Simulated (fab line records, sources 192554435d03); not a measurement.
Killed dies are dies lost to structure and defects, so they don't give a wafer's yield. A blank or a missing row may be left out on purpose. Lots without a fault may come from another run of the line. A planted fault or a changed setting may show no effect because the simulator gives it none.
Which tool did it? | flow n5_finfet | 10 lots, 27 wafers sampled, at 5 steps of a route of 1938

WHAT THE GAUGES READ, wafer by wafer
N5_BEOL_M0_CUTY_CD_MEAS_57: target cd 200 nm. Usual: cd_nm 199.9 nm, standard deviation 1.3.
lot  | measured     | on        | cd_nm (nm)        | flag
L567 | day 6 18:50  | cd_sem-01 | 199.7 200.1 201.2 |
L566 | day 7 00:22  | cd_sem-02 | 198.5 199.1 198.3 |
L568 | day 7 00:58  | cd_sem-02 | 199.2 201.0 199.7 |
L569 | day 7 05:25  | cd_sem-01 | 199.9 199.5 198.9 |
L571 | day 7 19:05  | cd_sem-01 | 198.0 199.0 198.4 |
L578 | day 9 14:24  | cd_sem-01 | 200.8 202.5       |
L581 | day 10 08:26 | cd_sem-01 | 198.2 197.7 198.7 |
L582 | day 10 13:55 | cd_sem-02 | 198.5 200.1 199.2 |
L584 | day 11 02:27 | cd_sem-01 | 198.4 199.1       |
L586 | day 11 13:49 | cd_sem-01 | 202.3 201.5       |

N5_BEOL_M4_RC_MEAS_101. Usual: DIBL_N 36.5 mV/V, standard deviation 2.2; DIBL_P 36.9 mV/V, standard deviation 2.9; IOFF_N 0.17 nA/um, standard deviation 0.044; IOFF_P 0.22 nA/um, standard deviation 0.052; ION_N 671 uA/um, standard deviation 16; ION_P 461 uA/um, standard deviation 10; SS_N 71.6 mV/dec, standard deviation 0.73; SS_P 73.5 mV/dec, standard deviation 0.79; VT_N 250 mV, standard deviation 4.1; VT_P -250 mV, standard deviation 4.1.
lot  | measured     | on        | DIBL_N (mV/V)  | DIBL_P (mV/V)  | IOFF_N (nA/um) | IOFF_P (nA/um) | ION_N (uA/um) | ION_P (uA/um) | SS_N (mV/dec)  | SS_P (mV/dec)  | VT_N (mV)   | VT_P (mV)      | flag
L567 | day 9 17:33  | prober-02 | 35.4 36.6 31.5 | 33.8 36.8 31.6 | 0.14 0.15 0.09 | 0.16 0.21 0.14 | 645 653 640   | 443 449 446   | 71.9 72.1 70.9 | 72.2 73.5 71.8 | 251 252 257 | -253 -249 -253 |
L566 | day 9 15:00  | prober-01 | 37.2 35.6 36.1 | 35.2 36.2 35.9 | 0.16 0.14 0.15 | 0.19 0.22 0.22 | 653 658 670   | 439 462 457   | 72.2 71.2 71.4 | 72.8 72.7 73.2 | 253 254 253 | -253 -250 -251 |
L568 | day 9 15:44  | prober-02 | 36.2 35.3 36.0 | 37.7 36.1 37.1 | 0.19 0.17 0.16 | 0.27 0.24 0.24 | 680 671 668   | 476 462 467   | 71.6 70.7 71.7 | 73.3 73.0 74.0 | 245 249 251 | -245 -247 -249 |
L569 | day 9 21:05  | prober-01 | 37.5 34.3 36.0 | 38.7 35.8 36.9 | 0.20 0.14 0.16 | 0.24 0.20 0.20 | 692 654 671   | 466 450 457   | 72.0 71.6 72.1 | 74.6 73.7 73.9 | 246 253 251 | -251 -252 -249 |
L571 | day 11 02:48 | prober-01 | 35.8 37.1 34.8 | 35.2 38.6 32.0 | 0.14 0.16 0.13 | 0.19 0.24 0.14 | 670 652 638   | 454 453 436   | 71.9 72.5 72.4 | 73.4 73.8 72.6 | 253 248 258 | -253 -250 -258 |
L578 | day 13 03:30 | prober-01 | 38.2 37.5      | 39.8 38.9      | 0.20 0.18      | 0.25 0.24      | 684 670       | 468 459       | 72.4 72.2      | 73.7 73.6      | 249 249     | -249 -251      |
L581 | day 13 09:13 | prober-01 | 32.5 40.5 35.3 | 32.7 41.8 35.7 | 0.11 0.22 0.14 | 0.14 0.26 0.18 | 658 677 657   | 455 461 453   | 69.8 72.3 70.3 | 71.9 75.3 73.5 | 252 247 251 | -255 -249 -253 |
L582 | day 13 08:51 | prober-02 | 38.8 34.6 36.5 | 40.5 34.3 37.3 | 0.21 0.13 0.18 | 0.25 0.16 0.20 | 686 652 669   | 460 445 453   | 72.5 71.5 71.7 | 73.7 72.7 73.7 | 245 253 245 | -250 -253 -250 |
L584 | day 14 06:13 | prober-02 | 38.1 36.0      | 37.4 34.1      | 0.16 0.12      | 0.24 0.16      | 648 654       | 447 448       | 71.6 71.5      | 74.0 72.8      | 252 256     | -250 -254      |
L586 | day 15 04:48 | prober-01 | 40.2 42.3      | 42.9 44.0      | 0.23 0.28      | 0.29 0.33      | 669 702       | 456 471       | 72.3 73.4      | 74.7 75.0      | 248 242     | -247 -243      |

WHICH TOOL RAN EACH LOT (tool, then ch and the chambers of the sampled wafers, then the start)
lot  | N5_BEOL_M0_SAQP_RECESS_109         | N5_BEOL_M0_CUTY_COAT_51           | N5_BEOL_M0_CUTY_DESCUM_61
L567 | vapor_etch-01 ch 0,1, day 6 16:11  | litho_track-04 ch 0, day 6 18:37  | rie_diel-02 ch 1,2,3, day 6 19:21
L566 | vapor_etch-02 ch 1, day 6 21:34    | litho_track-01 ch 0, day 7 00:01  | rie_diel-02 ch 0,2,3, day 7 00:32
L568 | vapor_etch-02 ch 0,1, day 6 22:10  | litho_track-04 ch 0, day 7 00:44  | rie_diel-06 ch 0,1,3, day 7 01:03
L569 | vapor_etch-02 ch 0,1, day 7 02:50  | litho_track-01 ch 0, day 7 05:04  | rie_diel-06 ch 1,3, day 7 05:30
L571 | vapor_etch-01 ch 0,1, day 7 16:30  | litho_track-05 ch 0, day 7 18:52  | rie_diel-02 ch 0,1,3, day 7 19:38
L578 | vapor_etch-01 ch 0,1, day 9 10:31  | litho_track-01 ch 0, day 9 14:11  | rie_diel-05 ch 1,2, day 9 14:29
L581 | vapor_etch-01 ch 0,1, day 10 05:56 | litho_track-04 ch 0, day 10 08:13 | rie_diel-05 ch 0,1, day 10 08:32
L582 | vapor_etch-02 ch 0,1, day 10 11:04 | litho_track-04 ch 0, day 10 13:35 | rie_diel-06 ch 0,1, day 10 14:01
L584 | vapor_etch-01 ch 0, day 10 23:33   | litho_track-05 ch 0, day 11 02:07 | rie_diel-06 ch 1,2, day 11 02:34
L586 | vapor_etch-01 ch 0, day 11 10:21   | litho_track-01 ch 0, day 11 13:35 | rie_diel-06 ch 2, day 11 13:56
- N5_BEOL_M0_SAQP_RECESS_109: chemistry HF/NH3, target SiO2, target depth 3 nm, afs cycles 1, sublimation time 60 s.
- N5_BEOL_M0_CUTY_COAT_51: resist thk 150 nm.
- N5_BEOL_M0_CUTY_DESCUM_61: chemistry O2, time 7.9 s.

WHAT THE TOOLS THEMSELVES READ (means of the sampled wafers that have a number; where no wafer has one, the mark that the record gives instead)
N5_BEOL_M0_SAQP_RECESS_109. Usual: drypump_motor_current_A 5.70 A, standard deviation 0.26.
lot  | tool          | drypump_motor_current_A (A) | flag
L567 | vapor_etch-01 | 5.80                        |
L566 | vapor_etch-02 | 5.96                        |
L568 | vapor_etch-02 | 5.72                        |
L569 | vapor_etch-02 | 5.70                        |
L571 | vapor_etch-01 | 5.79                        |
L578 | vapor_etch-01 | 5.82                        |
L581 | vapor_etch-01 | 5.80                        |
L582 | vapor_etch-02 | 5.71                        |
L584 | vapor_etch-01 | 5.74                        |
L586 | vapor_etch-01 | 5.76                        |

N5_BEOL_M0_CUTY_COAT_51. Usual: spin_speed_rpm 1500.1 rpm, standard deviation 0.82.
lot  | tool           | spin_speed_rpm (rpm) | flag
L567 | litho_track-04 | 1499.8               |
L566 | litho_track-01 | 1500.2               |
L568 | litho_track-04 | 1499.6               |
L569 | litho_track-01 | 1499.3               |
L571 | litho_track-05 | 1499.5               |
L578 | litho_track-01 | 1501.2               |
L581 | litho_track-04 | 1437.0               | OFF
L582 | litho_track-04 | 1437.5               | OFF
L584 | litho_track-05 | 1500.8               |
L586 | litho_track-01 | 1499.5               |

N5_BEOL_M0_CUTY_DESCUM_61. Usual: chamber_pressure_mTorr 19.998 mTorr, standard deviation 0.019; drypump_motor_current_A 5.6 A, standard deviation 0.54; oes_product_au 0.78 a.u., standard deviation 0.082; rf_vpp_V 243.4 V, standard deviation 1.1; showerhead_plenum_p_Torr 2.11 Torr, standard deviation 0.06; throttle_valve_pct 20.4 %, standard deviation 0.33.
lot  | tool        | chamber_pressure_mTorr (mTorr) | drypump_motor_current_A (A) | oes_product_au (a.u.) | rf_vpp_V (V) | showerhead_plenum_p_Torr (Torr) | throttle_valve_pct (%) | flag
L567 | rie_diel-02 | 20.002                         | 5.4                         | 0.72                  | 244.2        | 2.16                            | 20.7                   |
L566 | rie_diel-02 | 19.999                         | 5.5                         | 0.69                  | 243.2        | 2.17                            | 20.8                   |
L568 | rie_diel-06 | 20.009                         | 5.5                         | 0.85                  | 244.0        | 2.11                            | 20.1                   |
L569 | rie_diel-06 | 19.999                         | 5.4                         | 0.90                  | 243.7        | 2.07                            | 19.9                   |
L571 | rie_diel-02 | 20.010                         | 5.7                         | 0.71                  | 243.1        | 2.15                            | 20.9                   |
L578 | rie_diel-05 | 20.017                         | 5.4                         | 0.77                  | 242.7        | 2.06                            | 20.2                   |
L581 | rie_diel-05 | 20.003                         | 5.4                         | 0.73                  | 243.0        | 2.05                            | 20.2                   |
L582 | rie_diel-06 | 19.992                         | 6.1                         | 0.79                  | 243.6        | 2.12                            | 20.1                   |
L584 | rie_diel-06 | 19.973                         | 6.0                         | 0.88                  | 243.6        | 2.13                            | 20.2                   |
L586 | rie_diel-06 | 20.009                         | 5.4                         | 0.92                  | 243.9        | 2.14                            | 20.5                   |

THE ANSWER, worked out from the rows above alone
Rule: a lot is off if the mean of its wafers that have a number lies more than 3 standard deviations from the usual mean. A lot without any number at a reading at which 4 lots or more have one is off too. The other lots that the step has rows for count as sound. The gauges are gone through in route order, then the tools' own readings, and for those a lot's mean is taken as printed above. The first step at which some lot is off is used, and at that step the reading that is off furthest; a lot without a number counts as furthest.
Off: L581, L582, at N5_BEOL_M0_CUTY_COAT_51 (spin_speed_rpm).
A tool fits if, at that step or a process step before it, it ran every lot that is off, and no sound lot after the first of them. One fits: litho_track-04 at N5_BEOL_M0_CUTY_COAT_51. Its last sound lot is L568 (day 7 00:44), its first lot that is off L581 (day 10 08:13): a fault that began between those two fits.
The tool's own readings at N5_BEOL_M0_CUTY_COAT_51 bear it out: on the lots that are off they differ by more than 5 times the standard deviation of the sound lots' means. spin_speed_rpm reads 1437.2 rpm there against 1500.0 rpm on the sound lots.

WHAT THE SIMULATOR HAD PUT IN
Process parameter drift: litho_track-04, from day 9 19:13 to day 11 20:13, at N5_BEOL_M0_CUTY_COAT_51. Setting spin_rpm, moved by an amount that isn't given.
Lots struck among those shown: L581, L582. The rule above found the same.
